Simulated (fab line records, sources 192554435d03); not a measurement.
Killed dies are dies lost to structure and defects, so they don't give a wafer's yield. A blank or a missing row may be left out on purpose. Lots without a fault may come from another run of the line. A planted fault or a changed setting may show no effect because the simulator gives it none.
Split-lot experiment | flow n5_finfet | 7 lots, 21 wafers read, on a route of 1938 steps

THE SPLIT
At N5_BEOL_M8_COAT_59 (time 60 s, resist thk 100 nm), the setting spin_rpm was moved away from the recipe's 1500 rpm on 7 of the 21 wafers read, by -8.5% to +8.3%. The other wafers ran this setting at the recipe's value.

FROM THE SPLIT TO THE READING: what the file shows between them, 11 steps
- N5_BEOL_M8_COAT_05: resist thk 90 nm (also split here: spin_rpm)
- N5_BEOL_M8_EBR_07
- N5_BEOL_M8_SOFTBAKE_06: time 60 s
- N5_BEOL_M8_EXPOSE_08: exposes mask M8
- N5_BEOL_M8_PEB_09: peb time 60 s
- N5_BEOL_M8_DEVELOP_10: develop time 30 s
- N5_BEOL_M8_DESCUM_16: chemistry O2, time 7.9 s
- N5_BEOL_M8_ETCH_61: etches SiARC in CF4, target depth 45.5 nm, time 75.8 s
- N5_BEOL_M8_ETCH_62: etches SOC in N2/H2, target depth 110 nm, overetch 22 nm, time 165 s
- N5_BEOL_M8_STRIP_68: strips in N2/H2
- N5_BEOL_M8_STRIP_67: strips in CF4

THE READING
SOC_of_BEOL_M8_COAT_59.thk_nm (the simulator's own value, which no gauge read), in nm, at N5_BEOL_M8_HM_OPEN_17 (chemistry Cl2/BCl3, target TiN, target depth 20 nm, overetch 6 nm). The file gives no usual value for it. The 14 wafers here that ran the recipe average 92.3 nm, standard deviation 0.21 nm.

wafer  | tool, chamber at the split | spin_rpm as run, rpm | against the recipe | SOC_of_BEOL_M8_COAT_59.thk_nm, nm | against lot-mates on the recipe
L075.1 | litho_track-01, 0          | 1500                 | recipe             | 92                                | -
L075.5 | litho_track-01, 0          | 1500                 | recipe             | 92.2                              | -
L075.6 | litho_track-01, 0          | 1603                 | +6.9%              | 88.6                              | -3.5
L076.1 | litho_track-05, 0          | 1500                 | recipe             | 92                                | -
L076.3 | litho_track-05, 0          | 1500                 | recipe             | 92                                | -
L076.6 | litho_track-05, 0          | 1397                 | -6.9%              | 95.6                              | +3.6
L078.4 | litho_track-01, 0          | 1500                 | recipe             | 92.4                              | -
L078.6 | litho_track-01, 0          | 1500                 | recipe             | 92.4                              | -
L078.5 | litho_track-01, 0          | 1500                 | recipe             | 92                                | -
L081.2 | litho_track-02, 0          | 1500                 | recipe             | 92.2                              | -
L081.4 | litho_track-02, 0          | 1500                 | recipe             | 92.2                              | -
L081.5 | litho_track-02, 0          | 1500                 | recipe             | 92.2                              | -
L085.1 | litho_track-05, 0          | 1625                 | +8.3%              | 88.8                              | -3.8
L085.3 | litho_track-05, 0          | 1625                 | +8.3%              | 88.2                              | -4.4
L085.5 | litho_track-05, 0          | 1500                 | recipe             | 92.6                              | -
L090.1 | litho_track-02, 0          | 1586                 | +5.7%              | 89.6                              | -2.9
L090.4 | litho_track-02, 0          | 1500                 | recipe             | 92.6                              | -
L090.5 | litho_track-02, 0          | 1500                 | recipe             | 92.4                              | -
L095.1 | litho_track-01, 0          | 1372                 | -8.5%              | 96.8                              | +4.4
L095.2 | litho_track-01, 0          | 1372                 | -8.5%              | 96.6                              | +4.2
L095.3 | litho_track-01, 0          | 1500                 | recipe             | 92.4                              | -

THE FIT
A straight line over all 21 wafers: SOC_of_BEOL_M8_COAT_59.thk_nm changes by -0.491 nm for each +1% of spin_rpm; r = -0.99; the points scatter about the line by 0.25 nm.
The same after taking each lot's own level away (the mean of its wafers on the recipe; 21 wafers): -0.503 nm for each +1%; r = -1.00; scatter 0.14 nm.
On that fit, the largest move of spin_rpm shifts the reading by 4.3 nm.
The lots' own levels span 92.00 to 92.60 nm, that is 2.9 times the standard deviation above.
So the lot-to-lot level changes the slope little: the two slopes agree.
Check: with one of the wafers moved furthest among these (-8.5%) left out of the fit, the line predicts +4.28 nm for it against its lot-mates. It came out at +4.4 nm against them.

OTHER SPLITS ON THESE WAFERS
These wafers also went through other splits before the reading. Each is held against what the fit with the lots' levels taken away leaves over:
other split on the same wafers     | wafers away from the commonest value | r with SOC_of_BEOL_M8_COAT_59.thk_nm (lot level and that fit taken away)
N5_BEOL_M4_TRENCH_ETCH_37 time_s   | 3                                    | -0.56
N5_BEOL_M5_VIA_ETCH_34 source_w    | 8                                    | -0.18
N5_BEOL_M5_TRENCH_ETCH_37 source_w | 6                                    | +0.15
N5_BEOL_M8_COAT_05 spin_rpm        | 7                                    | +0.31

THE WHOLE CHAIN: every reading that the file lists as answering this split, in the file's order
step                  | what it does                                                         | reading                                                                        | change (the file's fit)               | r (the file's)
N5_BEOL_M8_COAT_59    | time 60 s, resist thk 100 nm                                         | SOC_of_BEOL_M8_COAT_59.thk_nm (the simulator's own value, which no gauge read) | -0.499 nm for each +1% of the setting | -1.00
N5_BEOL_M8_ETCH_62    | etches SOC in N2/H2, target depth 110 nm, overetch 22 nm, time 165 s | etch.depth_nm (the simulator's own value, which no gauge read)                 | -0.499 nm for each +1% of the setting | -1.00
N5_BEOL_M8_HM_OPEN_17 | chemistry Cl2/BCl3, target TiN, target depth 20 nm, overetch 6 nm    | SOC_of_BEOL_M8_COAT_59.thk_nm (the simulator's own value, which no gauge read) | -0.506 nm for each +1% of the setting | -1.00

THE FILE'S OWN FIT
SOC_of_BEOL_M8_COAT_59.thk_nm changes by -0.506 nm for each +1% of spin_rpm, r = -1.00.
